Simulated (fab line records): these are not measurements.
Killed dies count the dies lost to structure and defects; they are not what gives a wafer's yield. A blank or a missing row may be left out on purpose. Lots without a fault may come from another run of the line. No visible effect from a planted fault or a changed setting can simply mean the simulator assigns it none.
fab line records	flow nandHarc
[record] lots = 6	wafers = 18	lastDay = 32
route steps=1302 shown A_CHANNEL_HOLE_D1@483 A_CHANNEL_FILL_D1@490 A_DECK1_JOINT@518 END@1302
lots that met no fault: taken from a fault-free run of the same line
startH: start of the lot's first displayed wafer, in hours after the record's first day	waitH: hours from the lot's prior step to this one	" identical to the entry in the row above	L1.1+2: a row that stands for several wafers	- value missing, or start not given	* or withheld: withheld	< > ~ a bound
route shown NAME@n: names a module that has steps shown in the file, with the first one's number in the route	usual: mean/standard deviation of fault-free wafers	same: alike in all rows	chamber/n: place in a boat	sites: per-site readings	_std_site: how widely they spread, as a standard deviation	_edge_site: inner sites' mean taken away from outer sites' mean	radiusMm: for every site, how far away it sits from the centre of the wafer	mask NAME#n: copy n	behind: the most recent tool/chamber to have shaped the wafer	hold: the reason the lot was held/the length of the hold in hours/how it ended	device: the n, p or np transistor that did not switch	end of line: tests run on the same wafers once the route is complete	a step given without rows: its recipe and nothing more	killed: at the first sort, the dies lost to defects and structure; wafer yield is something else	map: shows each die of a wafer: x if killed, . if not, _ if none is there
set.NAME: setting as actually run; set.NAME@STEP: the setting as run at that earlier step	model.NAME: the simulator's own value behind a step, which no gauge read
lots at some steps of the route; a table a step, a row a wafer
services: the hour from which a tool's chamber was out of use, counted from the record's first day as startH (under 0 if before that day), plus the number of hours and why
[[steps]]
[step NHARC_A_CHANNEL_HOLE_D1_ETCH_44]
[recipe] targetDepthA = 1400	overetchA = 140	timeS = 77	ionEnergyEv = 100	cf4FlowSccm = 80	o2FlowSccm = 20	arFlowSccm = 0	rfW = 300	biasW = 100	chemistry = CF4/O2
[step NHARC_A_CHANNEL_HOLE_D1_STRIP_27]
[recipe] o2FlowSccm = 500	arFlowSccm = 0	biasW = 0	chemistry = O2
[step NHARC_A_CHANNEL_HOLE_D1_PRECLEAN_28]
[recipe] timeS = *	tempC = 50	bathAgeMin = 0	chemistry = SC1
[step NHARC_A_CHANNEL_HOLE_D1_SRD_29]
[step NHARC_A_CHANNEL_HOLE_D1_CD_MEAS_30]
[usual] cdNm = 90.1/1.1
lot.wafer	tool	chamber	startH	waitH	cdNm
L976.1	cdSem-03	-	204.10	-	90.8
L976.3	"	-	"	"	92.1
L976.5	"	-	"	"	88.9
L980.1	cdSem-01	-	234.10	-	88.8
L980.3	"	-	"	"	90.7
L980.4	"	-	"	"	89.5
L981.4	cdSem-03	-	255.61	-	90.3
L981.5	"	-	"	"	91.5
L981.6	"	-	"	"	90.7
L983.1	cdSem-01	-	275.06	-	89.0
L983.3	"	-	"	"	90.5
L983.5	"	-	"	"	89.9
L994.1	cdSem-01	-	377.50	-	91.0
L994.2	"	-	"	"	88.7
L994.6	"	-	"	"	88.0
L996.3	cdSem-03	-	399.54	-	89.8
L996.4	"	-	"	"	91.1
L996.5	"	-	"	"	88.5
[step NHARC_A_CHANNEL_HOLE_D1_XSEM_31]
[recipe] landingEnergyEv = 35000
[step NHARC_A_CHANNEL_HOLE_D1_INSPECT_40]
[usual] rawDefectCount = 71/22
lot.wafer	tool	chamber	startH	waitH	rawDefectCount
L976.1	defectInspect-01	-	204.28	-	21
L976.3	"	-	"	"	65
L976.5	"	-	"	"	43
L980.1	defectInspect-02	-	234.29	-	59
L980.3	"	-	"	"	46
L980.4	"	-	"	"	64
L981.4	defectInspect-02	-	255.78	-	121
L981.5	"	-	"	"	95
L981.6	"	-	"	"	94
L983.1	defectInspect-02	-	275.24	-	74
L983.3	"	-	"	"	76
L983.5	"	-	"	"	91
L994.1	defectInspect-02	-	377.69	-	42
L994.2	"	-	"	"	65
L994.6	"	-	"	"	47
L996.3	defectInspect-02	-	399.72	-	40
L996.4	"	-	"	"	75
L996.5	"	-	"	"	41
[step NHARC_A_CHANNEL_FILL_D1_PRECLEAN_00]
[recipe] timeS = *	tempC = 50	bathAgeMin = 0	chemistry = SC1
[step NHARC_A_CHANNEL_FILL_D1_SRD_01]
[step NHARC_A_CHANNEL_FILL_D1_ALD_02]
[recipe] targetThkA = 60	pulseTimeS = 10	aldCycles = 60	tempC = 300	material = SiO2
[usual] heaterPowerW = 460/53	precursorPulseHeightRel = 1.000/0.019
[same] pulseTimeS = 10
lot.wafer	tool	chamber	startH	waitH	heaterPowerW	precursorPulseHeightRel
L976.3	aldHk-02	2	206.45	-	460	0.997
L976.1	"	1	"	"	469	0.973
L976.5	"	2	"	"	462	0.990
L980.3	aldHk-02	0	234.59	0.2	374	0.975
L980.4	"	1	"	"	446	0.953
L980.1	"	2	"	"	460	1.006
L981.4	aldHk-03	3	256.19	-	576	0.971
L981.6	"	0	"	"	551	0.994
L981.5	"	1	"	"	503	1.041
L983.3	aldHk-04	1	279.06	-	419	0.993
L983.1	"	3	"	"	441	1.053
L983.5	"	1	"	"	418	0.993
L994.1	aldHk-02	3	377.88	-	389	1.010
L994.2	"	0	"	"	398	1.013
L994.6	"	0	"	"	402	0.995
L996.3	aldHk-04	0	399.92	-	466	0.970
L996.4	"	1	"	"	417	1.010
L996.5	"	0	"	"	474	0.984
[step NHARC_A_CHANNEL_FILL_D1_ALD_03]
[recipe] targetThkA = 60	pulseTimeS = 60	aldCycles = 58	tempC = 630	pressureTorr = 2	material = SiNx
[step NHARC_A_CHANNEL_FILL_D1_ALD_14]
[recipe] targetThkA = 25	pulseTimeS = 10	aldCycles = 25	tempC = 300	material = SiO2
[usual] heaterPowerW = 467/51	precursorPulseHeightRel = 1.000/0.019
[same] pulseTimeS = 10
lot.wafer	tool	chamber	startH	waitH	heaterPowerW	precursorPulseHeightRel
L976.3	aldHk-02	2	213.46	0.0	460	0.982
L976.1	"	0	"	"	379	0.983
L976.5	"	3	"	"	389	0.982
L980.4	aldHk-03	1	241.49	0.0	505	1.019
L980.1	"	2	"	"	479	0.992
L980.3	"	0	"	"	561	1.022
L981.4	aldHk-02	1	263.04	0.1	459	0.963
L981.5	"	0	"	"	381	1.016
L981.6	"	1	"	"	457	1.024
L983.1	aldHk-04	3	286.18	0.3	458	1.008
L983.3	"	0	"	"	469	1.004
L983.5	"	3	"	"	452	1.006
L994.1	aldHk-02	3	384.92	0.0	403	1.024
L994.2	"	2	"	"	476	0.996
L994.6	"	3	"	"	389	1.020
L996.3	aldHk-03	0	406.96	0.1	519	0.981
L996.4	"	1	"	"	489	0.982
L996.5	"	0	"	"	512	0.978
[step NHARC_A_CHANNEL_FILL_D1_ALD_15]
[recipe] targetThkA = 20	pulseTimeS = 60	aldCycles = 19	tempC = 630	pressureTorr = 2	material = SiNx
[usual] precursorPulseHeightRel = 1.000/0.02
[same] pulseTimeS = 60
lot.wafer	tool	chamber	startH	waitH	precursorPulseHeightRel
L976.1	aldSinBatch-02	0	216.58	-	1.042
L976.3	"	0	"	"	1.010
L976.5	"	0	"	"	1.004
L980.1	aldSinBatch-02	0	244.60	-	1.015
L980.3	"	0	"	"	0.988
L980.4	"	0	"	"	1.004
L981.4	aldSinBatch-01	0	266.12	-	0.986
L981.5	"	0	"	"	0.908
L981.6	"	0	"	"	0.989
L983.1	aldSinBatch-03	0	289.05	-	0.966
L983.3	"	0	"	"	1.016
L983.5	"	0	"	"	1.035
L994.1	aldSinBatch-01	0	388.04	-	1.017
L994.2	"	0	"	"	1.001
L994.6	"	0	"	"	0.986
L996.3	aldSinBatch-01	0	410.04	-	0.985
L996.4	"	0	"	"	1.014
L996.5	"	0	"	"	0.986
[step NHARC_A_CHANNEL_FILL_D1_ALD_16]
[recipe] targetThkA = 15	pulseTimeS = 10	aldCycles = 15	tempC = 300	material = SiO2
[step NHARC_A_CHANNEL_FILL_D1_ANNEAL_17]
[recipe] tempC = 850	timeS = 1800
[step NHARC_A_CHANNEL_FILL_D1_CVD_18]
[recipe] targetThkA = 30	tempC = 550	material = poly-Si
[step NHARC_A_CHANNEL_FILL_D1_ETCHBACK_19]
[recipe] targetDepthA = 50	timeS = 1.7	hbrFlowSccm = 150	cl2FlowSccm = 50	rfW = 400	icpW = 400	biasW = 100	chemistry = HBr/Cl2
[step NHARC_A_CHANNEL_FILL_D1_ETCHBACK_20]
[recipe] targetDepthA = 270	timeS = 13.5	c4f8FlowSccm = withheld	o2FlowSccm = 8	arFlowSccm = withheld	rfW = 600	biasW = 1500	chemistry = C4F8/O2/Ar
[step NHARC_A_CHANNEL_FILL_D1_STRIP_28]
[recipe] timeS = 20	o2FlowSccm = 500	arFlowSccm = 0	biasW = 0	chemistry = O2
[usual] drypumpMotorCurrentA = 5.9/0.59	oesProductAu = 0.999/0.0092	rfVppV = 58.0/0.91	showerheadPlenumPTorr = 3.54/0.14	throttleValvePct = 17.037/0.0084
lot.wafer	tool	chamber	startH	waitH	drypumpMotorCurrentA	oesProductAu	rfHoursCounterH	rfVppV	showerheadPlenumPTorr	throttleValvePct
L976.1	rieDiel-12	3	230.83	0.1	5.9	1.010	8.7	58.2	3.32	17.048
L976.3	"	0	"	"	6.6	1.004	9.4	58.1	3.64	17.052
L976.5	"	1	"	"	4.7	1.000	-	56.3	3.31	17.050
L980.1	rieDiel-01	2	259.28	0.1	5.9	1.004	1.4	56.9	3.68	17.057
L980.3	"	0	"	"	5.2	1.006	1.5	58.1	3.51	17.035
L980.4	"	1	"	"	5.2	0.989	1.5	58.6	3.71	17.047
L981.4	rieDiel-01	1	280.51	0.1	5.2	0.991	2.3	59.0	3.71	17.038
L981.5	"	3	"	"	6.6	1.005	-	59.1	3.42	17.035
L981.6	"	0	"	"	5.3	1.026	-	57.7	3.51	17.018
L983.1	rieDiel-01	2	303.23	0.1	5.9	1.005	3.2	57.7	3.68	17.023
L983.3	"	0	"	"	5.2	1.012	3.1	59.6	3.51	17.037
L983.5	"	2	"	"	6.0	1.006	-	58.5	3.68	17.049
L994.1	rieDiel-01	3	403.97	0.1	6.6	0.986	0.3	55.0	3.41	17.043
L994.2	"	1	"	"	5.2	0.996	0.2	58.0	3.71	17.037
L994.6	"	3	"	"	6.5	0.995	-	57.0	3.41	17.049
L996.3	rieDiel-01	2	424.05	0.1	5.9	1.005	1.8	59.1	3.68	17.042
L996.4	"	3	"	"	6.5	0.992	1.7	56.9	3.41	17.026
L996.5	"	2	"	"	6.0	0.998	-	57.5	3.68	17.054
[step NHARC_A_CHANNEL_FILL_D1_PRECLEAN_21]
[recipe] timeS = 30	chemistry = dHF
[step NHARC_A_CHANNEL_FILL_D1_SRD_23]
[step NHARC_A_CHANNEL_FILL_D1_CVD_05]
[recipe] targetThkA = 50	tempC = 550	material = poly-Si
[step NHARC_A_CHANNEL_FILL_D1_ANNEAL_22]
[recipe] tempC = 620	timeS = 7200
[step NHARC_A_CHANNEL_FILL_D1_THK_MEAS_06]
[recipe] thkMeasGauge = ellipsometry
[usual] thkNm = 4.9/0.95
lot.wafer	tool	chamber	startH	waitH	thkNm
L976.1	filmMetro-02	-	242.62	0.4	3.3
L976.3	"	-	"	"	4.3
L976.5	"	-	"	"	4.8
L980.1	filmMetro-02	-	271.43	0.4	4.8
L980.3	"	-	"	"	5.8
L980.4	"	-	"	"	2.2
L981.4	filmMetro-02	-	292.21	0.4	4.6
L981.5	"	-	"	"	5.7
L981.6	"	-	"	"	5.6
L983.1	filmMetro-01	-	314.90	0.4	3.7
L983.3	"	-	"	"	5.7
L983.5	"	-	"	"	4.8
L994.1	filmMetro-02	-	415.80	0.4	5.6
L994.2	"	-	"	"	5.2
L994.6	"	-	"	"	5.1
L996.3	filmMetro-01	-	435.77	0.4	4.8
L996.4	"	-	"	"	3.7
L996.5	"	-	"	"	4.3
[step NHARC_A_CHANNEL_FILL_D1_ALD_25]
[recipe] targetThkA = 600	pulseTimeS = 10	aldCycles = 600	tempC = 300	material = SiOx
[step NHARC_A_CHANNEL_FILL_D1_ETCHBACK_08]
[recipe] targetDepthA = 2200	timeS = 110	c4f8FlowSccm = 20	arFlowSccm = withheld	rfW = 600	biasW = 300	chemistry = C4F8
[usual] oesProductAu = 0.95/0.031	rfVppV = 440.8/2.8
lot.wafer	tool	chamber	startH	waitH	oesProductAu	rfHoursCounterH	rfVppV
L976.3	rieDiel-12	3	-	-	0.93	9	437.4
L976.1	"	2	"	"	0.91	10	440.0
L976.5	"	3	"	"	0.94	-	435.8
L980.3	rieDiel-01	0	-	-	0.93	2	439.9
L980.4	"	1	"	"	0.91	2	444.1
L980.1	"	3	"	"	0.93	2	439.1
L981.4	rieDiel-06	1	-	-	0.94	10	445.4
L981.5	"	2	"	"	0.92	-	442.3
L981.6	"	3	"	"	0.91	-	441.6
L983.3	rieDiel-01	0	-	-	0.93	5	440.6
L983.1	"	1	"	"	0.91	5	443.9
L983.5	"	3	"	"	0.93	-	439.4
L994.1	rieDiel-06	3	-	-	0.99	7	443.6
L994.2	"	0	"	"	0.99	6	438.4
L994.6	"	2	"	"	0.96	-	441.4
L996.3	rieDiel-01	2	-	-	0.92	3	443.2
L996.4	"	3	"	"	0.91	3	438.6
L996.5	"	2	"	"	0.93	-	444.2
[step NHARC_A_CHANNEL_FILL_D1_STRIP_29]
[recipe] timeS = 20	o2FlowSccm = 500	arFlowSccm = 0	biasW = 0	chemistry = O2
[step NHARC_A_CHANNEL_FILL_D1_PRECLEAN_30]
[recipe] timeS = 30	chemistry = dHF
[step NHARC_A_CHANNEL_FILL_D1_SRD_31]
[step NHARC_A_CHANNEL_FILL_D1_CVD_09]
[recipe] targetThkA = 1500	tempC = 620	pressureMtorr = 200	timeS = 3000	material = poly-Si
[step NHARC_A_CHANNEL_FILL_D1_CMP_10]
[recipe] targetThkNm = 150
[usual] motorCurrentA = 12.7/1.2	timeToEndpointS = 16/3.1
lot.wafer	tool	chamber	startH	waitH	motorCurrentA	timeToEndpointS
L976.1	cmp-02	2	255.76	0.4	10.5	19
L976.3	"	0	"	"	11.9	22
L976.5	"	3	"	"	14.4	17
L980.3	cmp-01	1	282.86	0.4	12.5	15
L980.1	"	2	"	"	13.6	19
L980.4	"	0	"	"	15.6	13
L981.4	cmp-03	0	303.59	0.4	13.4	14
L981.5	"	1	"	"	12.2	14
L981.6	"	2	"	"	12.1	14
L983.3	cmp-02	1	330.16	0.4	14.3	13
L983.1	"	3	"	"	13.6	11
L983.5	"	1	"	"	14.2	15
L994.1	cmp-02	3	427.14	0.4	13.5	18
L994.2	"	0	"	"	12.9	20
L994.6	"	1	"	"	14.3	19
L996.3	cmp-02	1	447.12	0.4	14.2	21
L996.4	"	3	"	"	13.7	23
L996.5	"	1	"	"	14.8	20
[step NHARC_A_CHANNEL_FILL_D1_SRD_12]
[step NHARC_A_DECK1_JOINT_ETCHBACK_07]
[recipe] targetDepthA = 1050	timeS = 26.9	hbrFlowSccm = 150	rfW = 350	icpW = 350	biasW = 60	chemistry = HBr
[step NHARC_A_DECK1_JOINT_ETCH_25]
[recipe] targetDepthA = 5	chemistry = dHF	material = SiO2
[step NHARC_A_DECK1_JOINT_ETCH_19]
[recipe] tempC = 25	targetDepthA = 30	chemistry = TMAH	material = poly-Si
[step NHARC_A_DECK1_JOINT_ETCH_18]
[recipe] targetDepthA = 30	chemistry = dHF	material = SiO2
[step NHARC_A_DECK1_JOINT_WET_08]
[recipe] tempC = 160	timeS = 86	chemistry = H3PO4
[step NHARC_A_DECK1_JOINT_ETCH_09]
[recipe] targetDepthA = 50	chemistry = dHF	material = SiO2
[step NHARC_A_DECK1_JOINT_WET_10]
[recipe] tempC = 160	timeS = 86	chemistry = H3PO4
[step NHARC_END_SORT_01]
[recipe] tempC = 25
[usual] killedAtArray = 55/12	killedAtOther = 1.0/1.2	killedAtPeriphery = 3.9/2.6	killedDies = 60/12	killedOpen = 3.3/1.9	killedShort = 2.5/1.8
[same] grossDies = 677
lot.wafer	tool	chamber	startH	waitH	killedAtArray	killedAtOther	killedAtPeriphery	killedDies	killedOpen	killedShort
L994.1	prober-02	0	745.08	2.5	129	2	3	134	5	7
L994.2	prober-02	0	745.90	2.8	128	0	0	128	0	1
L994.6	prober-02	0	749.16	4.1	125	0	0	125	3	1
L996.3	prober-02	0	768.55	3.1	140	0	5	145	0	2
L996.4	prober-02	0	769.34	3.4	156	0	1	157	5	2
L996.5	prober-02	0	770.13	3.7	141	1	2	144	4	5
// killed by level:class
L994.1 A_CHANNEL_FILL_D1:unspecified=96 A_CHANNEL_HOLE_D1:chamberFilmFlake=10 A_SLIT:chamberFilmFlake=7 A_WL_FILL:geometricParticle:short=4 A_STAIRCASE:chamberFilmFlake=3 A_CONTACT:chamberFilmFlake=3 P_M0:geometricParticle:open=2 A_ONON_D2:geometricParticle:open=1
L994.2 A_CHANNEL_FILL_D1:unspecified=98 A_CHANNEL_HOLE_D1:chamberFilmFlake=11 A_CONTACT:chamberFilmFlake=10 A_STAIRCASE:chamberFilmFlake=4 A_SLIT:chamberFilmFlake=3 A_DECK1_JOINT:geometricParticle:short=1 A_WL_FILL:chamberFilmFlake=1
L994.6 A_CHANNEL_FILL_D1:unspecified=93 A_CHANNEL_HOLE_D1:chamberFilmFlake=12 A_WL_FILL:chamberFilmFlake=5 A_SLIT:chamberFilmFlake=3 A_CONTACT:chamberFilmFlake=2 A_CHANNEL_HOLE_D2:chamberFilmFlake=2 A_SGD_CUT:geometricParticle:open=1 A_WL_FILL:geometricParticle:short=1
L996.3 A_CHANNEL_FILL_D1:unspecified=95 A_CHANNEL_HOLE_D2:chamberFilmFlake=26 A_SLIT:chamberFilmFlake=8 A_CONTACT:chamberFilmFlake=6 A_ZERO_WELL:chamberFilmFlake=2 P_GATE:geometricParticle:short=1 P_M0:geometricParticle:short=1 P_ZERO_WELL:chamberFilmFlake=1
L996.4 A_CHANNEL_FILL_D1:unspecified=101 A_CHANNEL_HOLE_D2:chamberFilmFlake=25 A_SLIT:chamberFilmFlake=9 A_CONTACT:chamberFilmFlake=5 A_ZERO_WELL:chamberFilmFlake=3 A_STAIRCASE:chamberFilmFlake=3 A_CHANNEL_HOLE_D1:unspecified=2 P_M0:geometricParticle:open=1
L996.5 A_CHANNEL_FILL_D1:unspecified=91 A_CHANNEL_HOLE_D2:chamberFilmFlake=27 A_SLIT:chamberFilmFlake=7 A_CONTACT:chamberFilmFlake=5 A_STAIRCASE:chamberFilmFlake=3 A_WL_FILL:geometricParticle:short=2 P_M0:geometricParticle:open=1 P_M0:geometricParticle:short=1
// map L994.1 (x killed, . not)
____________.____________
_________......._________
_______..........._______
______.............______
_____..x............_____
____.................____
____........x...x....____
___...................___
___...................___
__.........x...........__
__...........x.........__
_.......x.xxx..........._
_.x......xxxx..........._
_......xxxxxxxx........._
_..x.xx.xxxxxxxx........_
_..x...xxxxxxxxx.....x.._
..x.x.xxxxxxxxxx...x.....
...x...xxxxxxxxx......x..
x..xx.xxxxxxxxxx....x....
.x..x.xxxxxxxxx..........
.x......xxxxxxxx.........
_...x...xxxxx.x........._
_.......xxxxxx.........._
_........x..x...x......._
_.x....................._
_......x................_
__.....................__
__................x..x.__
___....x..............___
___...............x...___
____....x.......xx.xx____
____.x...........x.x.____
_____..............._____
______............x______
_______....x......_______
_________......._________
____________.____________
// map L996.4 (x killed, . not)
____________.____________
_________......._________
_______..........._______
______x............______
_____..............._____
____......x..........____
____.......x.........____
___..................x___
___...................___
__...x....x..........x.__
__.......x..x..........__
_...........x.x........._
_.......xxxxxx.........._
_...x..xxxxxxxx........._
_......xxxxxxx.........._
_.x...xxxxxxxxxx........_
..xxxx.xxxxxxxx..........
.xxxxxxxxxxxxxxx.........
.xxxx..xxxxxxxxx.........
.xxxxx.xxxxxxxx.x........
.x.xx.xxxxxxxxx..........
_x..xx..xxxxxxxx.....x.._
_..x.....xxxxxx.x......._
_........xxxx..x.x......_
_........xxx............_
_...........x..........._
__....x.............x..__
__.......x.............__
___......x.......x.x..___
___.....x.x.....x.....___
____....x........x.xx____
____.............xx..____
_____..............._____
______..x..........______
_______......x...._______
_________......._________
____________.____________
[[services]]
tool	chamber	startH	hours	kind
rieDiel-01	-	203.80	9.0	pm
aldHk-03	-	215.67	10.0	pm
cmp-02	-	216.66	0.6	repair
cmp-02	-	230.80	1.7	repair
cmp-02	-	234.21	4.0	pm
rieDiel-01	-	249.69	0.8	repair
aldHk-04	-	255.73	10.0	pm
aldSinBatch-02	-	266.00	26.0	pm
rieDiel-12	-	268.40	9.0	pm
rieDiel-12	0	288.66	8.2	repair
aldHk-04	-	305.45	0.3	repair
rieDiel-06	-	307.20	9.0	pm
cmp-02	-	332.21	4.0	pm
rieDiel-01	2	338.55	6.8	repair
rieDiel-01	0	342.59	1.3	repair
rieDiel-12	0	363.23	6.4	repair
rieDiel-12	3	365.35	7.6	repair
rieDiel-01	0	374.68	7.3	repair
rieDiel-01	-	380.80	9.0	pm
rieDiel-06	0	396.53	9.4	repair
rieDiel-01	-	412.07	0.2	repair
cmp-02	-	415.26	0.8	repair
cmp-02	-	430.21	4.0	pm
aldHk-04	-	433.73	10.0	pm
[[key]]
[firstSign] step = NHARC_END_SORT_01	reading = killedAtArray	direction = up	sigmas = 6.8	usual = 55	struck = 136
[effect] step = NHARC_END_SORT_01	reading = killedDies	direction = up	sigmas = 6.6	usual = 60	struck = 139
[moreKillsBornAt] NHARC_A_CHANNEL_FILL_D1_ALD_15@aldSinBatch-01 = 574
metAt NHARC_A_CHANNEL_FILL_D1_ALD_15
struckWafers L994.1,L994.2,L994.6,L996.3,L996.4,L996.5
testerLeftOut L994,L996
onsetBetween 266.12 388.04
alsoFits time
[fault] kind = chamberParticleSource	tool = aldSinBatch-01	chamber = -	onsetH = 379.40	steps = NHARC_A_CHANNEL_FILL_D1_ALD_15	ratePerVisitCm2 = 1.4356	endH = 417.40
// testerLeftOut: of these lots the tester's yield and bins aren't shown, on N5 and GAA mostly nor the transistor test; their killed dies are dies lost to structure and defects alone, not to doping, threshold or leakage, so they don't give the yield
